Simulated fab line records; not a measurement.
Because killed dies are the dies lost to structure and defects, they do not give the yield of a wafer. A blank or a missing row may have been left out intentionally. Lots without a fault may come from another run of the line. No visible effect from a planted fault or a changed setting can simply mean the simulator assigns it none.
What tool caused it? ; flow n5_finfet ; 27 wafers from 9 lots sampled at 7 of the route's 1938 steps

WHAT THE GAUGES READ, wafer by wafer
N5_BEOL_M4_INSPECT_59: inspects for defects (darkfield).
lot;measured;on;raw_defect_count
L523;day 7 23:07;defect_inspect-02;62 107 91
L524;day 8 14:23;defect_inspect-01;76 37 82
L525;day 8 17:52;defect_inspect-02;79 47 65
L533;day 11 06:44;defect_inspect-01;1158 1127 1210
L535;day 11 10:37;defect_inspect-01;1219 1150 1200
L541;day 12 13:55;defect_inspect-01;80 64 94
L542;day 12 18:06;defect_inspect-02;90 99 48
L545;day 13 15:38;defect_inspect-01;100 63 79
L544;day 13 21:51;defect_inspect-02;67 69 50

N5_BEOL_M4_RC_MEAS_101.
lot;measured;on;DIBL_N (mV/V);DIBL_P (mV/V);IOFF_N (nA/um);IOFF_P (nA/um);ION_N (uA/um);ION_P (uA/um);SS_N (mV/dec);SS_P (mV/dec);VT_N (mV);VT_P (mV)
L523;day 7 23:18;prober-01;35.0 37.3 36.1;35.9 38.7 37.2;0.143 0.184 0.163;0.21 0.26 0.23;657 680 663;457 468 460;71.2 71.9 72.0;73.6 74.2 73.8;253.3 247.2 250.5;-248 -245 -249
L524;day 8 14:34;prober-02;36.8 37.5 38.1;36.5 36.5 37.9;0.161 0.173 0.186;0.26 0.25 0.29;684 680 689;479 475 482;71.6 72.0 71.9;73.5 73.7 73.7;249.2 247.9 245.9;-243 -248 -244
L525;day 8 18:02;prober-01;36.1 37.7 35.5;37.5 39.1 36.7;0.159 0.190 0.152;0.23 0.27 0.22;674 678 677;469 469 471;71.1 71.6 71.4;73.0 73.6 73.6;248.9 249.7 253.0;-247 -248 -252
L533;day 11 06:55;prober-02;37.1 36.3 36.3;38.5 37.9 36.7;0.184 0.174 0.162;0.22 0.21 0.20;680 664 667;458 456 450;71.3 72.3 72.1;74.1 73.2 73.7;245.7 247.0 249.6;-253 -251 -253
L535;day 11 10:47;prober-02;37.1 38.6 38.2;35.0 37.5 36.8;0.147 0.184 0.174;0.18 0.22 0.20;663 675 683;447 455 454;71.5 71.8 71.9;73.0 74.8 73.5;250.5 249.4 248.8;-255 -252 -253
L541;day 12 13:56;prober-01;33.6 35.3 33.0;35.0 36.8 34.3;0.123 0.146 0.114;0.19 0.21 0.18;658 678 657;461 464 461;70.9 71.4 71.1;72.6 73.4 73.1;255.1 253.1 255.0;-251 -252 -256
L542;day 12 18:17;prober-02;37.8 35.1 34.4;39.6 36.1 35.9;0.191 0.142 0.128;0.22 0.17 0.17;679 671 656;457 448 454;71.9 71.0 70.8;74.2 73.7 73.8;247.5 251.1 255.7;-252 -258 -254
L545;day 13 15:49;prober-02;37.3 38.3 37.7;36.0 37.0 35.6;0.184 0.213 0.183;0.25 0.29 0.25;675 673 673;464 460 462;71.8 71.7 72.7;73.7 74.9 74.1;246.7 245.4 249.9;-246 -246 -247
L544;day 13 21:52;prober-02;37.4 35.0 37.4;36.8 33.4 36.2;0.154 0.117 0.156;0.21 0.16 0.20;669 668 664;464 456 455;71.8 71.4 71.9;73.0 72.8 73.4;251.2 254.7 252.8;-249 -253 -249

N5_BEOL_M5_THK_MEAS_01.
lot;measured;on;M5_ILD_THK (nm)
L523;day 8 00:41;film_metro-01;120.1 121.6 120.7
L524;day 8 16:26;film_metro-01;121.1 122.1 122.6
L525;day 8 19:25;film_metro-01;119.5 121.7 122.8
L533;day 11 08:18;film_metro-01;121.2 120.1 121.1
L535;day 11 12:11;film_metro-01;120.1 122.9 123.0
L541;day 12 15:28;film_metro-01;119.5 120.0 121.7
L542;day 12 19:40;film_metro-01;120.4 121.3 121.3
L545;day 13 17:12;film_metro-01;119.2 118.7 121.0
L544;day 13 23:25;film_metro-01;120.0 121.0 121.6

N5_BEOL_M5_INSPECT_13: inspects for defects (brightfield).
lot;measured;on;raw_defect_count
L523;day 8 01:52;defect_inspect-01;317 341 364
L524;day 8 18:00;defect_inspect-02;398 283 406
L525;day 8 20:00;defect_inspect-02;477 402 357
L533;day 11 10:23;defect_inspect-01;1513 1460 1585
L535;day 11 14:16;defect_inspect-01;1716 1581 1582
L541;day 12 16:58;defect_inspect-02;258 297 320
L542;day 12 21:02;defect_inspect-01;517 446 381
L545;day 13 18:32;defect_inspect-01;502 392 389
L544;day 14 01:30;defect_inspect-01;473 416 432

WHICH TOOL RAN EACH LOT (tool, then ch and the chambers of the sampled wafers, then the start)
lot;N5_BEOL_M4_ANNEAL_93;N5_BEOL_M4_DEP_57;N5_BEOL_M5_CURE_79
L523;pvd_sputter-02, day 7 21:41;pecvd-03 ch 0,1,2, day 7 23:01;uv_cure-01 ch 0, day 8 00:15
L524;pvd_sputter-02, day 8 12:56;pecvd-03 ch 0,1,2, day 8 14:17;uv_cure-03 ch 2, day 8 15:35
L525;pvd_sputter-02, day 8 16:26;pecvd-02 ch 0,1, day 8 17:46;uv_cure-01 ch 2, day 8 18:59
L533;pvd_sputter-03, day 11 05:11;pecvd-02 ch 0,1, day 11 06:38;uv_cure-02 ch 2, day 11 07:52
L535;pvd_sputter-01, day 11 09:11;pecvd-02 ch 1,2, day 11 10:31;uv_cure-01 ch 2, day 11 11:45
L541;pvd_sputter-01, day 12 12:13;pecvd-04 ch 0,1,2, day 12 13:49;uv_cure-01 ch 1, day 12 14:57
L542;pvd_sputter-01, day 12 16:14;pecvd-04 ch 0,1, day 12 18:01;uv_cure-02 ch 2, day 12 19:14
L545;pvd_sputter-02, day 13 14:10;pecvd-03 ch 0,1,2, day 13 15:33;uv_cure-02 ch 1, day 13 16:46
L544;pvd_sputter-02, day 13 20:24;pecvd-03 ch 0,1,2, day 13 21:45;uv_cure-03 ch 1, day 13 22:54
- N5_BEOL_M4_ANNEAL_93: time 240 s.
- N5_BEOL_M4_DEP_57: deposits SiCN from 3MS/NH3, target thk 8 nm, time 14 s.
- N5_BEOL_M5_CURE_79: cures SiCOH lowk, time 240 s.

AS READ BY THE TOOLS THEMSELVES (means over the sampled wafers that have a number; for cases with no such wafer, the mark the record gives instead)
N5_BEOL_M4_ANNEAL_93.
lot;tool;heater_power_w (W)
L523;pvd_sputter-02;746
L524;pvd_sputter-02;821
L525;pvd_sputter-02;773
L533;pvd_sputter-03;943
L535;pvd_sputter-01;833
L541;pvd_sputter-01;842
L542;pvd_sputter-01;821
L545;pvd_sputter-02;893
L544;pvd_sputter-02;799

N5_BEOL_M4_DEP_57.
lot;tool;showerhead_plenum_p_Torr (Torr);throttle_valve_pct (%)
L523;pecvd-03;3.679;9.1
L524;pecvd-03;3.672;9.3
L525;pecvd-02;3.668;9.5
L533;pecvd-02;3.659;9.3
L535;pecvd-02;3.644;8.8
L541;pecvd-04;3.660;8.9
L542;pecvd-04;3.679;9.0
L545;pecvd-03;3.673;8.6
L544;pecvd-03;3.676;8.7

N5_BEOL_M5_CURE_79.
lot;tool;lamp_power_pct (%);wafer_temp_C_max
L523;uv_cure-01;52.30;386.1
L524;uv_cure-03;52.32;387.1
L525;uv_cure-01;52.28;386.0
L533;uv_cure-02;52.29;386.5
L535;uv_cure-01;52.33;386.4
L541;uv_cure-01;52.26;386.3
L542;uv_cure-02;52.34;386.0
L545;uv_cure-02;52.33;385.9
L544;uv_cure-03;52.32;386.6

THE ANSWER, worked out from the rows above alone
Rule: the lots themselves supply what counts as usual. The widest of any qualifying gaps counts: lots, ordered by their means at a reading, are off when they make up no more than a third of the lots, leave a main group of 4 or more, and stand apart from it by 3 or more times the standard deviation of that group's means. A main group is skipped when, at the precision printed for the reading in the tables above, its means are all equal. Also off: a lot with no number at a reading for which 4 or more lots have one. Any other lot the step has rows for is counted as sound. Order of review: gauges by route order, followed by the tools' own readings, for which a lot's mean as printed above is used. At the first step where some lot is off, the reading lying furthest off is the one used; lots without a number count as furthest.
Off: L533, L535 (N5_BEOL_M4_INSPECT_59, raw_defect_count). Main group: mean 74, sd 9.2.
A tool fits if, at a process step before that reading, it ran every lot that is off, and no sound lot after the first of them. Those tools and the gauges at N5_BEOL_M4_INSPECT_59 are tried in the same way. One fits: N5_BEOL_M4_DEP_57 on pecvd-02. Its last sound lot is L525 (day 8 17:46), its first lot that is off L533 (day 11 06:38): a fault that began between those two fits.

WHAT THE SIMULATOR PUT IN
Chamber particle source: pecvd-02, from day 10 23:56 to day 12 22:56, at N5_BEOL_M4_DEP_57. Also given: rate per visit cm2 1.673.
Lots struck among those shown: L533, L535. The rule given above showed the same thing.
